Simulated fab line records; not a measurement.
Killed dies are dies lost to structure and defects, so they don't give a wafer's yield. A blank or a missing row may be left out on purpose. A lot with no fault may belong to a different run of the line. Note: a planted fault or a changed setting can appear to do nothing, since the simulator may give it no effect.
Chamber matching    flow n5 finfet    N5_GATE_CUT_ETCH_37 on rie diel-03: 4 sister chambers
The step etches SOC in N2/H2, target depth 60 nm, overetch 12 nm, time 90 s. 20 wafers are shown with their chamber, then 10 later ones without.

WAFERS, EACH WITH ITS CHAMBER
wafer   chamber  showerhead plenum p Torr (Torr)  drypump motor current A (A)  throttle valve pct (%)
L075.3  3        2.42                             5.3                          17.88
L075.4  1        2.50                             6.1                          17.63
L075.5  3        2.42                             5.3                          17.86
L080.2  2        2.35                             5.4                          17.64
L080.3  1        2.49                             6.1                          17.63
L080.4  0        2.34                             5.5                          17.86
L081.1  1        2.49                             6.1                          17.64
L081.3  2        2.35                             5.4                          17.62
L081.4  0        2.34                             5.5                          17.86
L082.2  2        2.35                             5.4                          17.63
L082.3  0        2.34                             5.4                          17.86
L082.4  1        2.49                             6.1                          17.63
L084.1  3        2.42                             5.3                          17.91
L084.5  2        2.35                             5.4                          17.62
L084.6  1        2.49                             6.1                          17.65
L090.1  0        2.34                             5.4                          17.88
L090.5  1        2.49                             6.1                          17.68
L090.6  0        2.34                             5.4                          17.88
L091.2  2        2.35                             5.4                          17.65
L091.5  3        2.41                             5.3                          17.93

SIGNATURES, as means of the wafers listed above
reading                   chamber 0  chamber 1  chamber 2  chamber 3  scatter within a chamber
showerhead plenum p Torr  2.3400     2.4917     2.3500     2.4175     0.00315
drypump motor current A   5.440      6.100      5.400      5.300      0.0274
throttle valve pct        17.8680    17.6433    17.6320    17.8950    0.0194
Rule: distance of a wafer from a chamber = root of the sum over the readings of ((wafer's reading minus chamber's mean) / reading's scatter) squared. If the next closest chamber is less than 2 further off than the closest, the wafer can't be placed; otherwise it belongs to the closest. The scatter: the root of (the sum of the squares of (reading less its chamber's mean) over the shown wafers, divided by (wafers less chambers)).

WAFERS WITH NO CHAMBER GIVEN
wafer   showerhead plenum p Torr (Torr)  drypump motor current A (A)  throttle valve pct (%)
L091.6  2.34                             5.5                          17.90
L092.1  2.34                             5.4                          17.64
L092.2  2.34                             5.5                          17.91
L092.4  2.41                             5.3                          17.91
L093.1  2.48                             6.1                          17.67
L093.3  2.41                             5.3                          17.92
L093.6  2.34                             5.4                          17.66
L094.2  2.33                             5.5                          17.91
L094.4  2.48                             6.1                          17.69
L094.5  2.33                             5.4                          17.90

THE CHAMBER EACH PASSED THROUGH
wafer   from the rows above  in truth
L091.6  0                    0
L092.1  2                    2
L092.2  0                    0
L092.4  3                    3
L093.1  1                    1
L093.3  3                    3
L093.6  2                    2
L094.2  0                    0
L094.4  1                    1
L094.5  0                    0
10 of 10 placed correctly. Can't be placed from these rows: 0. Number placed wrongly: 0.
